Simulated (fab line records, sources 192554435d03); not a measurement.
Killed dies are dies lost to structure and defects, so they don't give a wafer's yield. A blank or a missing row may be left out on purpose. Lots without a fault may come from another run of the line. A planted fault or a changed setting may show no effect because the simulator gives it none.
fab line records | flow n5_finfet
record lots=4 wafers=12 last_day=16
route steps=1938 shown HKMG_FIN@461 GATE_CUT@465 BEOL_M4@1111 PASSIVATION@1936
lots that met no fault: from a run of the same line without faults
start_h: hours from the record's first day to the start of the lot's first wafer shown | wait_h: hours since the lot's step before | " the same as in the row above | L1.1+2: a row that stands for several wafers | - no value, or no start given | * or withheld: withheld | < > ~ a bound
route shown NAME@n: a module of which the file shows steps, and the number in the route of the first | usual: mean/standard deviation of fault-free wafers | same: alike in all rows | chamber/n: place in a boat | sites: the reading at each site | _std_site: their standard deviation | _edge_site: outer sites' mean less inner sites' | radius_mm: how far each site lies from the wafer's centre | mask NAME#n: copy n | behind: the tool/chamber that last shaped the wafer | hold: why the lot was held/for how many hours/how that ended | device: the transistor (n, p or np) that didn't switch | end of line: the same wafers' tests at the end of the route | a step without rows: its recipe alone | killed: dies lost to structure and defects at the first sort, not the wafer's yield | map: a wafer's dies, x killed, . not, _ none there
set.NAME: the setting as run; set.NAME@STEP: as run at that earlier step | model.NAME: the simulator's own value behind a step, which no gauge read
lots at some steps of the route; a table a step, a row a wafer
services: from which hour (start_h, from the record's first day; less than 0 if before it) a tool's chamber was out of use, for how many hours, and why
## steps
# step N5_HKMG_FIN_CMP_23
# recipe stop_on=SiNx t_overpolish_s=10 post_cmp_clean=rinse_only down_force_psi=4 platen_rpm=50.289 pad_velocity_m_s=1.0006 target_thk_nm=46.326
# step N5_HKMG_FIN_CMP_94
# recipe stop_on=SiNx post_cmp_clean=w_dilute_nh4oh t_overpolish_s=4.7 down_force_psi=4 platen_rpm=50.289 pad_velocity_m_s=1.0006 target_thk_nm=43.299
# step N5_GATE_CUT_ETCHBACK_00
# recipe chemistry=SF6/Cl2 target=W pressure_mtorr=8 icp_w=900 bias_w=80 SF6_flow_sccm=40 Cl2_flow_sccm=60
# step N5_GATE_CUT_ETCH_56
# recipe chemistry=Cl2/Ar target=TiN target_depth_a=216 pressure_mtorr=10 icp_w=600 bias_w=60 Cl2_flow_sccm=40 Ar_flow_sccm=60
# step N5_GATE_CUT_ETCHBACK_30
# recipe chemistry=Cl2/Ar target=TiN target_depth_a=30 mode=isotropic pressure_mtorr=10 icp_w=600 bias_w=60 Cl2_flow_sccm=40 Ar_flow_sccm=60
# step N5_GATE_CUT_VAPOR_ETCH_60
# recipe chemistry=BCl3/Cl2 target=HfO2 mode=isotropic
# step N5_GATE_CUT_ETCH_58
# recipe chemistry=CH3F/O2 target=SiNx target_depth_a=170 time_s=128.6 ion_energy_ev=50 pressure_mtorr=30 source_w=415 bias_w=21 Ar_flow_sccm=150 CH3F_flow_sccm=30 O2_flow_sccm=20
# step N5_GATE_CUT_STRIP_59
# recipe chemistry=N2/H2 time_s=20 power_w=100 temp_c=40 pressure_mtorr=100 rf_frequency_hz=6e+07 bias_power_w=3 n2_flow_sccm=300 h2_flow_sccm=300
# step N5_GATE_CUT_PRECLEAN_31
# recipe temp_c=23 chemistry=DIW time_s=300
# step N5_GATE_CUT_SRD_32
# recipe time_s=30 temp_c=23 rinse_liquid=diw dry=ipa_marangoni
# step N5_GATE_CUT_SAC_CAP_01
# recipe material=SiNx target_thk_a=240 temp_c=400 ald_precursor_family=SiH2I2 ald_co_reactant=N2/H2-plasma pulse_time_s=1 ald_cycles=480 purge_time_s=2 co_reactant_purge_time_s=2 pressure_torr=2
# usual ald_cycles=480/0 chamber_pressure_Torr=2.000/0.0045 heater_power_outer_w=526/58 heater_power_w=864/64 precursor_pulse_height_rel=0.998/0.019
# columns lot.wafer tool chamber start_h wait_h ald_cycles chamber_pressure_Torr heater_power_outer_w heater_power_w precursor_pulse_height_rel since_wet_clean_h
L814.3 ald_sin-03 3 104.18 0.0 480 2.002 514 826 0.956 288
L814.4 " 1 " " 480 2.003 487 827 0.980 288
L814.5 " 3 105.27 1.1 480 2.005 511 831 1.009 -
L826.1 ald_sin-03 2 175.40 0.0 - - - - - -
L826.2 " 1 " " - - - - - -
L826.5 " 2 176.49 1.1 - - - - - -
L828.2 ald_sin-01 0 188.28 0.1 - - - - - -
L828.3 " 1 " " - - - - - -
L828.5 " 1 189.37 1.2 - - - - - -
L830.1 ald_sin-04 0 199.61 0.0 480 2.008 508 808 1.013 184
L830.4 " 3 " " 480 2.000 530 914 1.020 184
L830.5 " 3 200.70 1.1 480 1.995 531 913 0.997 -
# step N5_GATE_CUT_PECVD_57
# recipe material=SiNx target_thk_a=210 temp_c=400 precursor=SiH4/NH3/N2 pressure_torr=1.5 rf_w=300
# step N5_GATE_CUT_CMP_02
# recipe stop_on=SiO2 t_overpolish_s=12.7 post_cmp_clean=alkaline_brush down_force_psi=2.5 platen_rpm=51.8 pad_velocity_m_s=1.0307 target_thk_nm=0
# step N5_GATE_CUT_HM_DEP_46
# recipe material=SiO2 target_thk_a=1300 temp_c=400 precursor=TEOS/O2 pressure_torr=6.5 rf_w=900 teos_flow_sccm=161.4 gas=O2 flow_sccm=2650 time_s=26.6
# step N5_GATE_CUT_COAT_34
# recipe resist=SOC temp_c=250 time_s=60 spin_rpm=1500 resist_thk_nm=60
# step N5_GATE_CUT_COAT_35
# recipe resist=SiARC temp_c=220 time_s=60 spin_rpm=1500 resist_thk_nm=10
# step N5_GATE_CUT_COAT_27
# recipe resist=underlayer temp_c=205 time_s=60 spin_rpm=1500 resist_thk_nm=10
# step N5_GATE_CUT_COAT_07
# recipe resist=CAR-EUV spin_rpm=1500 resist_thk_nm=30
# step N5_GATE_CUT_EBR_09
# recipe solvent=PGMEA ebr_width_mm=1.5
# step N5_GATE_CUT_SOFTBAKE_08
# recipe temp_c=110 time_s=60 resist=CAR-EUV
# step N5_GATE_CUT_EXPOSE_10
# recipe mask_id=GATE_CUT na=0.33 source_shape=annular sigma_inner=0.35 sigma_outer=0.8 polarization=unpolarized target_cd_nm=20 dose_mj=43.25
# step N5_GATE_CUT_PEB_11
# recipe peb_temp_c=100 peb_time_s=60 resist=CAR-EUV
# step N5_GATE_CUT_DEVELOP_12
# recipe develop_time_s=30 developer=TMAH resist=CAR-EUV rinse_liquid=surfactant_rinse dry=air_spin dev_temp_c=23
# step N5_GATE_CUT_DESCUM_18
# recipe chemistry=O2 time_s=7 source_power_w=50 bias_power_w=20 pressure_mtorr=20 rf_frequency_hz=2.712e+07 temp_c=40 resist=CAR-EUV o2_flow_sccm=225
# step N5_GATE_CUT_ETCH_28
# recipe chemistry=N2/H2 target=underlayer target_depth_a=130 mask_material=CAR-EUV time_s=10.4 ion_energy_ev=200 pressure_mtorr=30 source_w=840 bias_w=150 n2_flow_sccm=200 h2_flow_sccm=200 ends=cleared
# step N5_GATE_CUT_ETCH_36
# recipe chemistry=CF4 target=SiARC target_depth_a=130 mask_material=CAR-EUV time_s=21.7 ion_energy_ev=80 pressure_mtorr=40 source_w=545 bias_w=36 Ar_flow_sccm=100 cf4_flow_sccm=100 ends=cleared
# step N5_GATE_CUT_ETCH_37
# recipe chemistry=N2/H2 target=SOC target_depth_a=600 overetch_a=120 mask_material=SiARC temp_c=40 time_s=90 ion_energy_ev=200 pressure_mtorr=30 source_w=840 bias_w=150 n2_flow_sccm=200 h2_flow_sccm=200
# step N5_GATE_CUT_STRIP_38
# recipe chemistry=N2/H2 temp_c=40 n2_flow_sccm=200 h2_flow_sccm=200 rf_frequency_hz=6e+07
# step N5_GATE_CUT_STRIP_39
# recipe chemistry=N2/H2 temp_c=40 n2_flow_sccm=200 h2_flow_sccm=200 rf_frequency_hz=6e+07
# step N5_GATE_CUT_HM_OPEN_40
# recipe chemistry=C4F6/O2 target=SiO2 mask_material=SiARC target_depth_a=1390 time_s=85.1 ion_energy_ev=250 pressure_mtorr=30 source_w=345 bias_w=185 Ar_flow_sccm=300 C4F6_flow_sccm=10 O2_flow_sccm=10 ends=cleared
# step N5_GATE_CUT_STRIP_41
# recipe chemistry=CF4 resist=SiARC power_w=300 bias_power_w=75 pressure_mtorr=50 cf4_flow_sccm=150 rf_frequency_hz=6e+07
# step N5_GATE_CUT_STRIP_42
# recipe chemistry=O2 power_w=400 temp_c=40 pressure_mtorr=30 rf_frequency_hz=6e+07 bias_power_w=0 overash_fraction=0.3 o2_flow_sccm=225
# step N5_GATE_CUT_ETCH_19
# recipe chemistry=CH3F/O2 target=SiNx mask_material=SiO2 target_depth_a=537 time_s=76.7 pressure_mtorr=30 source_w=395 bias_w=73 Ar_flow_sccm=150 CH3F_flow_sccm=30 O2_flow_sccm=20 ion_energy_ev=120 ends=cleared
# usual bias_w=73.01/0.2 drypump_motor_current_A=5.7/0.32 etch_rf_on_time_s=76.4/1.6 oes_ar_750_au=0.80/0.061 oes_product_au=0.68/0.054 rf_vpp_V=299/9.4 showerhead_plenum_p_Torr=2.00/0.068 throttle_valve_pct=16.32/0.24
# columns lot.wafer tool chamber start_h wait_h bias_w drypump_motor_current_A etch_rf_on_time_s oes_ar_750_au oes_product_au rf_hours_counter_h rf_vpp_V showerhead_plenum_p_Torr throttle_valve_pct model.SiO2_of_GATE_CUT_HM_DEP_46.thk_nm model.GATE_CUT.cd_nm
L814.3 rie_diel-01 0 107.65 0.0 73.07 5.8 79.1 0.88 0.75 31 313 2.05 16.05 124.4 19.8
L814.4 " 2 " " 72.87 6.4 74.5 0.77 0.65 155 298 2.10 16.43 126.2 20.2
L814.5 " 0 " " 72.97 5.8 79.2 0.87 0.74 - 312 2.05 16.09 124 19.2
L826.1 rie_diel-01 2 178.87 0.0 73.15 6.3 6.0 0.75 0.28 176 299 2.09 16.39 131 19.8
L826.2 " 1 " " 72.89 5.9 6.0 0.72 0.26 192 303 1.92 16.53 131.6 19
L826.5 " 0 " " 73.07 5.8 6.0 0.83 0.33 - 313 2.04 16.05 132.6 19
L828.2 rie_diel-03 1 191.62 0.0 72.89 5.3 6.0 0.81 0.31 109 302 2.04 16.28 130.4 18.8
L828.3 " 0 " " 73.12 5.7 6.0 0.86 0.33 48 309 2.11 16.44 131 18.8
L828.5 " 3 " " 72.76 5.9 6.0 0.73 0.26 - 290 1.99 16.58 132 19
L830.1 rie_diel-04 1 203.10 0.0 73.44 5.7 74.9 0.87 0.75 67 303 1.95 16.13 124.4 20.4
L830.4 " 2 " " 72.84 6.1 77.0 0.70 0.60 220 294 1.89 16.42 127.8 20
L830.5 " 1 " " 72.95 5.7 74.8 0.88 0.75 - 301 1.95 16.14 127.4 20.4
# step N5_GATE_CUT_CUT_ETCH_53
# recipe chemistry=SF6/Cl2 target=W mask_material=SiO2 target_depth_a=792 pressure_mtorr=8 icp_w=900 bias_w=80 SF6_flow_sccm=40 Cl2_flow_sccm=60 ends=cleared
# step N5_GATE_CUT_CUT_ETCH_54
# recipe chemistry=Cl2/BCl3 target=TiN mask_material=SiO2 target_depth_a=967 pressure_mtorr=10 icp_w=1000 bias_w=126 Cl2_flow_sccm=53.25 bcl3_flow_sccm=21.75 Ar_flow_sccm=25 ends=cleared
# step N5_GATE_CUT_CUT_ETCH_55
# recipe chemistry=BCl3 target=HfO2 mask_material=SiO2 target_depth_a=32 ion_energy_ev=30 pressure_mtorr=5 icp_w=450 bias_w=18 bcl3_flow_sccm=80
# step N5_GATE_CUT_CMP_23
# recipe stop_on=SiO2 t_overpolish_s=23.4 post_cmp_clean=alkaline_brush down_force_psi=2.5 platen_rpm=51.8 pad_velocity_m_s=1.0307 target_thk_nm=16
# usual head_pressure_psi=2.501/0.0053 motor_current_A=9.1/0.91 overpolish_run_s=23.400/0.0087 time_to_endpoint_s=21/3.1
# columns lot.wafer tool chamber start_h wait_h head_pressure_psi motor_current_A overpolish_run_s time_to_endpoint_s model.SiO2_of_GATE_CUT_HM_DEP_46.thk_nm
L814.4 cmp-03 0 109.73 0.1 2.493 9.7 23.398 24 104.8
L814.3 " 1 " " 2.503 8.7 23.404 17 103
L814.5 " 0 " " 2.493 9.5 23.381 19 102.8
L826.2 cmp-01 2 180.99 0.8 2.510 11.2 23.406 21 110
L826.1 " 3 " " 2.498 8.8 23.391 22 110
L826.5 " 2 " " 2.502 11.2 23.402 23 111.2
L828.3 cmp-01 0 193.95 0.9 2.493 9.3 23.418 19 110
L828.2 " 1 " " 2.499 9.0 23.387 20 109
L828.5 " 1 " " 2.496 8.9 23.393 21 110.6
L830.1 cmp-01 2 205.27 0.8 2.501 11.3 23.417 23 103
L830.4 " 1 " " 2.503 8.9 23.389 21 106.4
L830.5 " 3 " " 2.502 9.4 23.399 19 106.2
# step N5_BEOL_M4_RC_MEAS_101
# usual DIBL_N=37.1/2.4 DIBL_P=37/3 IOFF_N=0.18/0.053 IOFF_P=0.21/0.05 ION_N=674/14 ION_P=459/9.2 SS_N=72.1/0.9 SS_P=73.4/0.89 VT_N=250/3.8 VT_P=-251/3.7
# columns lot.wafer tool chamber start_h wait_h DIBL_N[mV/V] DIBL_P[mV/V] IOFF_N[nA/um] IOFF_P[nA/um] ION_N[uA/um] ION_P[uA/um] SS_N[mV/dec] SS_P[mV/dec] VT_N[mV] VT_P[mV]
L814.3 prober-01 0 200.94 0.5 36.2 35 0.14 0.17 668 446 71.3 72.7 254 -254
L814.4 " 0 " " 40.4 41 0.23 0.26 672 457 72.6 74.7 250 -250
L814.5 " 0 " " 35.9 35 0.14 0.18 669 461 71.8 72.9 252 -254
L830.1 prober-02 0 288.09 0.0 35.7 35 0.16 0.18 667 453 72.1 73.4 251 -255
L830.4 " 0 " " 39.9 40 0.25 0.26 691 464 72.7 74.3 244 -248
L830.5 " 0 " " 35.7 35 0.15 0.18 661 449 71.8 73.0 254 -254
# step N5_PASSIVATION_PROBE_49
# usual defect_limited_yield=91.6/1.4 killed_at_M0_to_M3=32/9.5 killed_at_M4_up=13/6 killed_at_contacts=12/5.6 killed_at_front_end=39/11 killed_at_other=2.8/2.3 killed_dies=99/16 killed_on_rim=12/3.4 killed_open=65/12 killed_short=32/7.6 sort_bin_5_function=4.8/0.88 sort_bin_6_memory=3.2/0.65 sort_n_pass=1077/29 sort_yield_pct=91.2/2.5
# same gross_dies=1180 killed_at_back_side=0 sort_bin_4_leakage[%]=0 sort_bin_8_speed[%]=0
# columns lot.wafer tool chamber start_h wait_h defect_limited_yield[%] killed_at_M0_to_M3 killed_at_M4_up killed_at_contacts killed_at_front_end killed_at_other killed_dies killed_on_rim killed_open killed_short sort_bin_5_function[%] sort_bin_6_memory[%] sort_n_pass sort_yield_pct[%]
L814.3 prober-02 - 311.81 0.1 93.3 33 11 8 26 1 79 16 50 29 3.9 2.6 1101 93.3
L814.4 prober-02 - 311.86 0.2 92.4 37 7 12 33 1 90 14 69 21 4.1 3.3 1090 92.4
L814.5 prober-02 - 311.91 0.2 92.3 27 9 14 39 2 91 9 57 32 4.4 3.0 1089 92.3
L826.1 prober-01 - 375.72 0.7 0 3 2 1 1173 1 1180 152 9 7 74.4 2.3 0 0
L826.2 prober-01 - 375.77 0.8 0 5 6 3 1165 1 1180 152 14 7 71.0 3.4 0 0
L826.5 prober-01 - 375.92 0.9 0 2 2 2 1174 0 1180 152 9 3 73.7 3.2 0 0
L830.1 prober-01 - 394.93 0.0 91.9 19 11 9 56 1 96 10 64 28 5.1 2.6 1084 91.9
L830.4 prober-01 - 395.08 0.2 91.0 26 14 9 55 2 106 10 67 39 4.8 3.7 1074 91.0
L830.5 prober-01 - 395.13 0.2 90.7 46 10 5 44 5 110 12 73 37 5.0 4.0 1070 90.7
L828.2 prober-02 - 395.56 0.1 0 11 0 2 1167 0 1180 152 12 6 73.2 2.4 0 0
L828.3 prober-02 - 395.61 0.1 0 7 5 6 1162 0 1180 152 18 8 73.1 2.7 0 0
L828.5 prober-02 - 395.71 0.2 0 10 0 0 1169 1 1180 152 14 8 75.2 2.8 0 0
# killed by level:class
L814.3 BEOL_M3:geometric_particle:open=9 BEOL_M0:geometric_particle:open=8 FIN_SAQP:geometric_particle:short=6 STI_FIN_REVEAL:geometric_particle:open=5 MOL_CONTACT_COAG:geometric_particle:open=5 BEOL_M1:geometric_particle:open=4 BEOL_M2:geometric_particle:short=4 FIN_SAQP:geometric_particle:open=3
L814.4 FIN_SAQP:geometric_particle:open=17 MOL_CONTACT_COAG:geometric_particle:open=9 BEOL_M0_SAQP:geometric_particle:open=9 BEOL_M2:geometric_particle:open=8 BEOL_M0_SAQP:geometric_particle:short=4 BEOL_M0:geometric_particle:open=4 BEOL_M1:geometric_particle:open=4 BEOL_M2:geometric_particle:short=4
L814.5 MOL_CONTACT_COAG:geometric_particle:open=10 FIN_SAQP:geometric_particle:open=7 FIN_SAQP:geometric_particle:short=7 BEOL_M0:geometric_particle:open=7 STI_FIN_REVEAL:geometric_particle:open=6 DUMMY_GATE:geometric_particle:open=4 GATE_CUT:geometric_particle:short=4 MOL_CONTACT_COAG:geometric_particle:short=4
L826.1 GATE_CUT:lost_pattern=1162 STARTING-WAFER:geometric_particle:open=2 FIN_SAQP:geometric_particle:short=1 FIN_SAQP:geometric_particle:open=1 STI_FIN_REVEAL:geometric_particle:short=1 STI_FIN_REVEAL:geometric_particle:open=1 DUMMY_GATE:geometric_particle:open=1 HKMG_FIN:geometric_particle:short=1
L826.2 GATE_CUT:lost_pattern=1150 GATE_CUT:area_cap=8 BEOL_M4:geometric_particle:open=4 MOL_CONTACT_COAG:geometric_particle:open=2 BEOL_M0_SAQP:geometric_particle:short=2 FIN_SAQP:geometric_particle:open=1 FIN_SAQP:geometric_particle:short=1 DUMMY_GATE:geometric_particle:short=1
L826.5 GATE_CUT:lost_pattern=1163 GATE_CUT:area_cap=5 STI_FIN_REVEAL:geometric_particle:open=2 DUMMY_GATE:geometric_particle:short=2 MOL_CONTACT_COAG:geometric_particle:open=2 BEOL_M2:geometric_particle:open=2 BEOL_M4:geometric_particle:open=2 DUMMY_GATE:geometric_particle:open=1
L830.1 FIN_SAQP:geometric_particle:open=15 STI_FIN_REVEAL:geometric_particle:open=7 BEOL_M1:geometric_particle:open=7 MOL_CONTACT_COAG:geometric_particle:open=7 FIN_SAQP:geometric_particle:short=6 STARTING-WAFER:geometric_particle:short=6 BEOL_M3:geometric_particle:open=5 GATE_CUT:geometric_particle:short=4
L830.4 STI_FIN_REVEAL:geometric_particle:open=14 FIN_SAQP:geometric_particle:open=8 DUMMY_GATE:geometric_particle:open=8 FIN_SAQP:geometric_particle:short=7 MOL_CONTACT_COAG:geometric_particle:open=7 BEOL_M1:geometric_particle:short=6 GATE_CUT:geometric_particle:short=6 BEOL_M1:geometric_particle:open=5
L830.5 BEOL_M1:geometric_particle:open=14 FIN_SAQP:geometric_particle:open=12 BEOL_M3:geometric_particle:open=9 DUMMY_GATE:geometric_particle:open=8 BEOL_M2:geometric_particle:open=6 STI_FIN_REVEAL:geometric_particle:open=5 GATE_CUT:geometric_particle:short=5 BEOL_M0_SAQP:geometric_particle:short=5
L828.2 GATE_CUT:lost_pattern=1159 GATE_CUT:area_cap=3 BEOL_M0_SAQP:geometric_particle:open=2 BEOL_M0_SAQP:geometric_particle:short=2 BEOL_M0:geometric_particle:open=2 BEOL_M2:geometric_particle:open=2 FIN_SAQP:geometric_particle:short=1 FIN_SAQP:geometric_particle:open=1
L828.3 GATE_CUT:lost_pattern=1148 BEOL_M0_SAQP:geometric_particle:open=5 GATE_CUT:area_cap=5 MOL_CONTACT_COAG:geometric_particle:open=4 FIN_SAQP:geometric_particle:short=3 BEOL_M4:geometric_particle:open=3 FIN_SAQP:geometric_particle:open=2 MOL_CONTACT_COAG:geometric_particle:short=2
L828.5 GATE_CUT:lost_pattern=1149 GATE_CUT:area_cap=9 DUMMY_GATE:geometric_particle:open=4 BEOL_M0_SAQP:geometric_particle:open=3 DUMMY_GATE:geometric_particle:short=2 BEOL_M0_SAQP:geometric_particle:short=2 BEOL_M2:geometric_particle:open=2 FIN_SAQP:geometric_particle:open=1
# map L826.1 (x killed, . not)
_________________xxxxxxxxxxxx________________
______________xxxxxxxxxxxxxxxxxx_____________
___________xxxxxxxxxxxxxxxxxxxxxxxx__________
__________xxxxxxxxxxxxxxxxxxxxxxxxxx_________
________xxxxxxxxxxxxxxxxxxxxxxxxxxxxxx_______
_______xxxxxxxxxxxxxxxxxxxxxxxxxxxxxxxx______
______xxxxxxxxxxxxxxxxxxxxxxxxxxxxxxxxxx_____
_____xxxxxxxxxxxxxxxxxxxxxxxxxxxxxxxxxxxx____
____xxxxxxxxxxxxxxxxxxxxxxxxxxxxxxxxxxxxxx___
___xxxxxxxxxxxxxxxxxxxxxxxxxxxxxxxxxxxxxxxx__
___xxxxxxxxxxxxxxxxxxxxxxxxxxxxxxxxxxxxxxxx__
__xxxxxxxxxxxxxxxxxxxxxxxxxxxxxxxxxxxxxxxxxx_
__xxxxxxxxxxxxxxxxxxxxxxxxxxxxxxxxxxxxxxxxxx_
_xxxxxxxxxxxxxxxxxxxxxxxxxxxxxxxxxxxxxxxxxxxx
_xxxxxxxxxxxxxxxxxxxxxxxxxxxxxxxxxxxxxxxxxxxx
_xxxxxxxxxxxxxxxxxxxxxxxxxxxxxxxxxxxxxxxxxxxx
_xxxxxxxxxxxxxxxxxxxxxxxxxxxxxxxxxxxxxxxxxxxx
_xxxxxxxxxxxxxxxxxxxxxxxxxxxxxxxxxxxxxxxxxxxx
_xxxxxxxxxxxxxxxxxxxxxxxxxxxxxxxxxxxxxxxxxxxx
_xxxxxxxxxxxxxxxxxxxxxxxxxxxxxxxxxxxxxxxxxxxx
_xxxxxxxxxxxxxxxxxxxxxxxxxxxxxxxxxxxxxxxxxxxx
__xxxxxxxxxxxxxxxxxxxxxxxxxxxxxxxxxxxxxxxxxx_
__xxxxxxxxxxxxxxxxxxxxxxxxxxxxxxxxxxxxxxxxxx_
___xxxxxxxxxxxxxxxxxxxxxxxxxxxxxxxxxxxxxxxx__
___xxxxxxxxxxxxxxxxxxxxxxxxxxxxxxxxxxxxxxxx__
____xxxxxxxxxxxxxxxxxxxxxxxxxxxxxxxxxxxxxx___
_____xxxxxxxxxxxxxxxxxxxxxxxxxxxxxxxxxxxx____
______xxxxxxxxxxxxxxxxxxxxxxxxxxxxxxxxxx_____
_______xxxxxxxxxxxxxxxxxxxxxxxxxxxxxxxx______
________xxxxxxxxxxxxxxxxxxxxxxxxxxxxxx_______
__________xxxxxxxxxxxxxxxxxxxxxxxxxx_________
___________xxxxxxxxxxxxxxxxxxxxxxxx__________
______________xxxxxxxxxxxxxxxxxx_____________
_________________xxxxxxxxxxxx________________
# map L828.2 (x killed, . not)
_________________xxxxxxxxxxxx________________
______________xxxxxxxxxxxxxxxxxx_____________
___________xxxxxxxxxxxxxxxxxxxxxxxx__________
__________xxxxxxxxxxxxxxxxxxxxxxxxxx_________
________xxxxxxxxxxxxxxxxxxxxxxxxxxxxxx_______
_______xxxxxxxxxxxxxxxxxxxxxxxxxxxxxxxx______
______xxxxxxxxxxxxxxxxxxxxxxxxxxxxxxxxxx_____
_____xxxxxxxxxxxxxxxxxxxxxxxxxxxxxxxxxxxx____
____xxxxxxxxxxxxxxxxxxxxxxxxxxxxxxxxxxxxxx___
___xxxxxxxxxxxxxxxxxxxxxxxxxxxxxxxxxxxxxxxx__
___xxxxxxxxxxxxxxxxxxxxxxxxxxxxxxxxxxxxxxxx__
__xxxxxxxxxxxxxxxxxxxxxxxxxxxxxxxxxxxxxxxxxx_
__xxxxxxxxxxxxxxxxxxxxxxxxxxxxxxxxxxxxxxxxxx_
_xxxxxxxxxxxxxxxxxxxxxxxxxxxxxxxxxxxxxxxxxxxx
_xxxxxxxxxxxxxxxxxxxxxxxxxxxxxxxxxxxxxxxxxxxx
_xxxxxxxxxxxxxxxxxxxxxxxxxxxxxxxxxxxxxxxxxxxx
_xxxxxxxxxxxxxxxxxxxxxxxxxxxxxxxxxxxxxxxxxxxx
_xxxxxxxxxxxxxxxxxxxxxxxxxxxxxxxxxxxxxxxxxxxx
_xxxxxxxxxxxxxxxxxxxxxxxxxxxxxxxxxxxxxxxxxxxx
_xxxxxxxxxxxxxxxxxxxxxxxxxxxxxxxxxxxxxxxxxxxx
_xxxxxxxxxxxxxxxxxxxxxxxxxxxxxxxxxxxxxxxxxxxx
__xxxxxxxxxxxxxxxxxxxxxxxxxxxxxxxxxxxxxxxxxx_
__xxxxxxxxxxxxxxxxxxxxxxxxxxxxxxxxxxxxxxxxxx_
___xxxxxxxxxxxxxxxxxxxxxxxxxxxxxxxxxxxxxxxx__
___xxxxxxxxxxxxxxxxxxxxxxxxxxxxxxxxxxxxxxxx__
____xxxxxxxxxxxxxxxxxxxxxxxxxxxxxxxxxxxxxx___
_____xxxxxxxxxxxxxxxxxxxxxxxxxxxxxxxxxxxx____
______xxxxxxxxxxxxxxxxxxxxxxxxxxxxxxxxxx_____
_______xxxxxxxxxxxxxxxxxxxxxxxxxxxxxxxx______
________xxxxxxxxxxxxxxxxxxxxxxxxxxxxxx_______
__________xxxxxxxxxxxxxxxxxxxxxxxxxx_________
___________xxxxxxxxxxxxxxxxxxxxxxxx__________
______________xxxxxxxxxxxxxxxxxx_____________
_________________xxxxxxxxxxxx________________
## services
# columns tool chamber start_h hours kind
ald_sin-04 0 100.88 8.9 repair
cmp-03 - 115.97 0.8 repair
cmp-03 - 133.50 0.8 repair
rie_diel-04 - 146.76 2.8 pm
rie_diel-04 2 163.49 3.9 repair
ald_sin-03 - 177.57 14.0 pm
ald_sin-03 0 177.57 14.0 vent_cycle
ald_sin-03 1 177.57 14.0 vent_cycle
ald_sin-03 2 177.57 14.0 vent_cycle
ald_sin-03 3 177.57 14.0 vent_cycle
cmp-03 - 189.92 16.7 pm
ald_sin-03 0 191.57 - clean
ald_sin-03 1 191.57 - clean
ald_sin-03 2 191.57 - clean
ald_sin-03 3 191.57 - clean
cmp-01 - 197.28 2.3 repair
ald_sin-04 2 202.84 1.5 repair
## key
first_sign step=N5_GATE_CUT_SAC_CAP_01 reading=tool_record direction=missing
effect step=N5_GATE_CUT_ETCH_19 reading=etch_rf_on_time_s direction=down sigmas=43 usual=* struck=*
effect step=N5_PASSIVATION_PROBE_49 reading=killed_at_front_end direction=up sigmas=99+ usual=39 struck=1168
model_effect step=N5_GATE_CUT_ETCH_19 value=SiO2_of_GATE_CUT_HM_DEP_46.thk_nm without=127.3 struck=131.4
model_effect step=N5_GATE_CUT_CMP_23 value=SiO2_of_GATE_CUT_HM_DEP_46.thk_nm without=106 struck=110.1
met_at N5_GATE_CUT_SAC_CAP_01
struck_wafers L826.1,L826.2,L826.5,L828.2,L828.3,L828.5
later_rows_left_out L826.1,L826.2,L826.5,L828.2,L828.3,L828.5
onset_between 104.18 175.40
fault kind=skipped_step_whole tool=ald_sin-01,ald_sin-03 chamber=- onset_h=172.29 steps=N5_GATE_CUT_SAC_CAP_01 scope=struck_lots_only
# later_rows_left_out: the simulator's readings of these wafers behind a module that went badly wrong aren't trusted and aren't shown, but for the sort
